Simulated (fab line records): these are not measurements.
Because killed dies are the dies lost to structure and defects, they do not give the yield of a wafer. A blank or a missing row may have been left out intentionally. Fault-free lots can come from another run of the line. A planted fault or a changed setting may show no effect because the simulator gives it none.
A struck lot beside a sound one ; flow n5 finfet ; 43 steps out of a route of 1938
Sound: the wafers L305.2, L305.3, L305.4. Struck: wafer L314.5. (L314.3, L314.6 of the same lot were not struck and are left out.) The cause comes at the end.
Per side, at each step with rows, come the tool, then ch with its chambers, and then its first start. Under that, the readings that differ: sound wafers ; struck wafers ; difference of the means ; sigmas: that difference in standard deviations of wafers without a fault.
alike: words and numbers the same on both sides, and readings whose means are apart by under 2 such deviations; not compared: readings that were withheld, readings missing a value for some wafer, numbers with overlapping values and no deviation given by the record, and bounds like >300 which may hide the same value.
Wherever a step has rows on one side only, a row that says differs or no value, or a row with sigmas, the two part there. Numbers that don't overlap but have no deviation are shown without sigmas and don't part them. Lack of a reading on every wafer of one side parts them only where that side has two or more wafers.

first, 6 steps without rows for these wafers: N5_BEOL_M4_COAT_22 (resist thk 30 nm); N5_BEOL_M4_EBR_24; N5_BEOL_M4_SOFTBAKE_23 (time 60 s); N5_BEOL_M4_EXPOSE_25 (exposes mask V3, defocus 5 nm); N5_BEOL_M4_PEB_26 (peb time 60 s); N5_BEOL_M4_DEVELOP_27 (develop time 30 s).
N5_BEOL_M4_CD_MEAS_28: target cd 26.2 nm, target cd y 24.1 nm.
  sound on cd sem-03 ch 0, day 8 22:35; struck on cd sem-03 ch 0, day 11 00:56
  alike: cd nm
N5_BEOL_M4_OVL_MEAS_29:
  sound on overlay-02 ch 0, day 8 22:38; struck on overlay-02 ch 0, day 11 00:59
  alike: V3_OVL
N5_BEOL_M4_INSPECT_30: inspects for defects (brightfield).
  struck on defect inspect-01, day 11 01:02; sound on defect inspect-02, day 8 22:41
reading;sound;struck;difference;sigmas
raw defect count;364 394 328;775;+413;+4
then, 3 steps without rows for these wafers: N5_BEOL_M4_DESCUM_33 (chemistry O2, time 7 s); N5_BEOL_M4_ETCH_77 (etches underlayer in N2/H2, target depth 6.5 nm, time 5.2 s); N5_BEOL_M4_ETCH_69 (etches SiARC in CF4, target depth 15.6 nm, time 26 s).
N5_BEOL_M4_ALD_98: deposits SiO2, target thk 2.5 nm, pulse time 1 s, co reactant pulse time 1 s.
  sound on ald sin-04 ch 0,1,3, day 9 00:51; struck on ald sin-02 ch 2, day 11 03:47
  alike: heater power w, precursor pulse height rel
then, 4 steps without rows for these wafers: N5_BEOL_M4_ETCHBACK_99 (etches SiO2 in CHF3, target depth 5 nm, time 10.4 s); N5_BEOL_M4_ETCH_70 (etches SOC in N2/H2, target depth 80 nm, overetch 24 nm, time 130 s); N5_BEOL_M4_STRIP_71 (strips in N2/H2); N5_BEOL_M4_STRIP_78 (strips in N2/H2).
N5_BEOL_M4_VIA_ETCH_34: etches the open film in C4F6/O2, target depth 69.4 nm, time 65.9 s.
  sound on rie diel-03 ch 1,2,3, day 9 11:46; struck on rie diel-06 ch 3, day 12 07:40
  alike: drypump motor current A, oes product au, rf vpp V, showerhead plenum p Torr, throttle valve pct
  not compared: rf hours counter h
then, 1 step without rows for these wafers: N5_BEOL_M4_STRIP_83 (strips in C4F6/O2).
N5_BEOL_M4_STRIP_36: strips in N2/H2.
  sound on rie diel-03 ch 1,2,3, day 9 11:50; struck on rie diel-06 ch 3, day 12 07:44
  alike: drypump motor current A, oes product au, rf vpp V, showerhead plenum p Torr, throttle valve pct
  not compared: rf hours counter h
then, 3 steps without rows for these wafers: N5_BEOL_M4_TRENCH_ETCH_37 (etches SiOC in C4F6/O2, target depth 55.555 nm, time 29.2 s); N5_BEOL_M4_ETCH_41 (etches SiCN in CH3F/O2, target depth 29.9 nm, time 52.5 s); N5_BEOL_M4_STRIP_97 (strips in N2/H2, time 10 s).
N5_BEOL_M4_OCD_MEAS_38:
  struck on ocd-02, day 12 07:56; sound on ocd-02, day 9 12:02
  alike: trench depth nm
then, 4 steps without rows for these wafers: N5_BEOL_M4_HM_STRIP_39 (strips TiN in peroxide tin strip, target depth 25 nm, time 158 s); N5_BEOL_M4_SRD_40 (time 30 s); N5_BEOL_M4_PRECLEAN_42 (cleans in residue remover, time 60 s); N5_BEOL_M4_SRD_43 (time 30 s).
N5_BEOL_M4_CD_MEAS_35: target cd 18 nm, target cd y 22.4 nm.
  struck on cd sem-01, day 12 08:05; sound on cd sem-01, day 9 12:11
  alike: cd nm
N5_BEOL_M4_DEGAS_44: time 60 s.
  struck on pvd sputter-02, day 12 08:26; sound on pvd sputter-01, day 9 12:27
reading;sound;struck;difference;sigmas
heater power w (W);421 361 315;275;-91;-2
then, 7 steps without rows for these wafers: N5_BEOL_M4_PRE_CLEAN_45 (time 30 s); N5_BEOL_M4_ALD_84 (deposits TaN, pulse time 2 s, purge time 3 s, co reactant purge time 2 s); N5_BEOL_M4_SURFACE_TREAT_85; N5_BEOL_M4_CVD_47 (deposits Co from CCTBA/H2, target thk 3 nm, time 223.8 s); N5_BEOL_M4_SPUTTER_48 (material Cu, target thk 4.5 nm, time 8.29 s); N5_BEOL_M4_ANNEAL_49 (time 240 s); N5_BEOL_M4_SPUTTER_79 (material Cu, target thk 4.5 nm, time 8.29 s).
N5_BEOL_M4_ANNEAL_80: time 240 s.
  struck on pvd sputter-03, day 12 11:00; sound on pvd sputter-02, day 9 13:32
  alike: heater power w
then, 3 steps without rows for these wafers: N5_BEOL_M4_SPUTTER_81 (material Cu, target thk 4.5 nm, time 8.29 s); N5_BEOL_M4_ANNEAL_82 (time 240 s); N5_BEOL_M4_SPUTTER_86 (material Cu, target thk 4.5 nm, time 8.29 s).
N5_BEOL_M4_ANNEAL_87: time 240 s.
  struck on pvd sputter-03, day 12 11:26; sound on pvd sputter-02, day 9 13:58
  alike: heater power w
-- a jump in the record: the struck wafers' starts before and after are 4 days apart (it breaks off in module BEOL_M4 and resumes in module PASSIVATION, where the first step shown is number 1936 of the route) --
N5_PASSIVATION_PROBE_49:
  struck on prober-02, day 16 23:24; sound on prober-02, day 14 05:49
reading;sound;struck;difference;sigmas
defect limited yield (%);91.3 90.8 92.3;81.0;-10.5;-7
killed_at_M4_up;7 9 14;137;+127;+23
killed dies;103 108 91;224;+123;+7
killed on rim;12 16 13;32;+18;+5
sort_bin_5_function (%);5.2 4.8 5.2;11.3;+6.2;+6
sort_bin_6_memory (%);3.1 3.6 2.4;4.4;+1.4;+2
sort n pass;1077 1072 1089;956;-123;-7
sort yield pct (%);91.3 90.8 92.3;81.0;-10.5;-7
  alike: killed_at_M0_to_M3, killed at contacts, killed at front end, killed at other, killed open, killed short

== WHERE THEY PART ==
First at N5_BEOL_M4_INSPECT_30; last, within this record, at N5_PASSIVATION_PROBE_49.

WHY: what the simulator had put in
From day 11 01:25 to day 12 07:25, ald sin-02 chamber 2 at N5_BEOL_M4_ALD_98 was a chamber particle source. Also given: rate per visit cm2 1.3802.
